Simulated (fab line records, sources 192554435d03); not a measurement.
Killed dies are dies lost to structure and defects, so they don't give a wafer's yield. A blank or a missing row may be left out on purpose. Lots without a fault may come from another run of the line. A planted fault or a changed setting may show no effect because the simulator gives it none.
A struck lot beside a sound one | flow n5_finfet | 16 steps out of a route of 1938
Sound: wafers L823.1, L823.4, L823.6. Struck: wafers L841.4, L841.5, L841.6. The cause comes at the end.
At each step with rows: each side's tool, then ch and its chambers, then its first start. Under that, the readings that differ: sound wafers | struck wafers | difference of the means | sigmas: that difference in standard deviations of wafers without a fault.
alike: readings whose means differ by less than 2 such deviations, and words and numbers that are the same on both sides. not compared: withheld readings, readings that some wafer has no value for, bounds like >300 that may hide the same value, and numbers for which the record gives no deviation and whose values overlap.
The two part at a step that has a row with sigmas, a row that says differs or no value, or rows on one side only. Numbers that don't overlap but have no deviation are shown without sigmas and don't part them. A reading that every wafer of one side lacks parts them only if that side has two wafers or more.

first, 6 steps without rows for these wafers: N5_FIN_SAQP_HM_OPEN_73 (chemistry CHF3/O2, target SiO2, stops on a-Si, target depth 12 nm, time 16.8 s); N5_FIN_SAQP_STRIP_74 (strips in CHF3/O2); N5_FIN_SAQP_MANDREL_ETCH_22 (etches a-Si in HBr/Cl2, stops on SiNx, target depth 60 nm, bt time 10 s, time 30 s); N5_FIN_SAQP_STRIP_55 (strips in N2/H2); N5_FIN_SAQP_STRIP_23 (strips in SPM, time 750 s); N5_FIN_SAQP_SRD_66 (time 30 s).
N5_FIN_SAQP_RECESS_75: chemistry HF/NH3, target SiO2, target depth 14.4 nm, afs cycles 3, sublimation time 60 s.
  sound on vapor_etch-01 ch 0,1, day 1 22:53; struck on vapor_etch-01 ch 0,1, day 6 14:15
  alike: drypump_motor_current_A
then, 1 step without rows for these wafers: N5_FIN_SAQP_SPACER1_ALD_24 (deposits SiO2, target thk 20.3 nm, pulse time 1 s, purge time 2 s).
N5_FIN_SAQP_SPACER1_ETCHBACK_25: etches SiO2 in CHF3/O2, target depth 24.4 nm, time 12.2 s.
  sound on rie_diel-01 ch 1,2,3, day 2 00:24; struck on rie_diel-02 ch 0,3, day 6 15:14
  alike: drypump_motor_current_A, oes_product_au, rf_vpp_V, showerhead_plenum_p_Torr, throttle_valve_pct
  not compared: rf_hours_counter_h
N5_FIN_SAQP_MANDREL1_REMOVE_56: chemistry HBr/Cl2/O2, target a-Si, stops on SiNx, bt time 10 s.
  sound on rie_si-03 ch 0,2,3, day 2 00:29; struck on rie_si-02 ch 0,1, day 6 15:19
  reading                      | sound          | struck         | difference | sigmas
  he_backside_leak_sccm (sccm) | 2.3 2.5 2.5    | 3.5 3.4 2.9    | +0.8       | +3
  throttle_valve_pct (%)       | 37.2 37.5 36.8 | 36.4 36.4 36.4 | -0.8       | -2
  alike: drypump_motor_current_A, oes_product_au
  not compared: rf_hours_counter_h
N5_FIN_SAQP_CD_MEAS_27: target cd 20 nm.
  sound on cd_sem-03 ch 0, day 2 00:35; struck on cd_sem-01 ch 0, day 6 15:26
  alike: cd_nm
N5_FIN_SAQP_ETCH_57: etches SiNx in CH3F/O2, target depth 32.5 nm, time 46.4 s.
  sound on rie_diel-02 ch 0,3, day 2 00:39; struck on rie_diel-02 ch 0,1, day 6 15:29
  reading               | sound          | struck         | difference | sigmas
  etch_rf_on_time_s (s) | 44.9 45.5 45.3 | 47.8 47.5 49.6 | +3.1       | +3
  alike: CH3F_flow_sccm, O2_flow_sccm, drypump_motor_current_A, oes_product_au, rf_vpp_V, showerhead_plenum_p_Torr, throttle_valve_pct
  not compared: rf_hours_counter_h
N5_FIN_SAQP_ETCH_65: etches SiO2 in CF4, target depth 4 nm, time 4.4 s.
  sound on rie_si-06 ch 0,2, day 2 00:45; struck on rie_si-03 ch 1,2, day 6 15:35
  no value came back on the struck wafers for any of 6 readings (bias_w (W), cf4_flow_sccm (sccm) and others); on the sound wafers bias_w (W) reads 399.2 399.7 400.5
  not compared: rf_hours_counter_h
N5_FIN_SAQP_MANDREL_ETCH_58: etches a-Si in HBr/Cl2, stops on SiNx, target depth 45 nm, bt time 10 s, time 27 s.
  sound on rie_si-06 ch 0,2, day 2 00:47; struck on rie_si-03 ch 1,2, day 6 15:37
  reading    | sound             | struck            | difference | sigmas
  bias_w (W) | 75.04 75.43 75.41 | 74.86 74.94 74.80 | -0.43      | -2
  alike: HBr_flow_sccm, drypump_motor_current_A, he_backside_leak_sccm, oes_product_au, throttle_valve_pct
  not compared: rf_hours_counter_h
N5_BEOL_M4_RC_MEAS_101:
  the record has rows for the sound wafers here (prober-02 ch 0, day 8 04:49) and none for the struck ones
-- the record jumps here: 11 days lie between the struck wafers' starts before and after (it left off in module BEOL_M4 and takes up again in module PASSIVATION, whose first step shown is number 1936 of the route) --
N5_PASSIVATION_PROBE_49:
  the record has rows for the struck wafers here (prober-01, day 17 12:00) and none for the sound ones

WHERE THEY PART
First at N5_FIN_SAQP_MANDREL1_REMOVE_56; last, within this record, at N5_PASSIVATION_PROBE_49.

WHY: what the simulator had put in
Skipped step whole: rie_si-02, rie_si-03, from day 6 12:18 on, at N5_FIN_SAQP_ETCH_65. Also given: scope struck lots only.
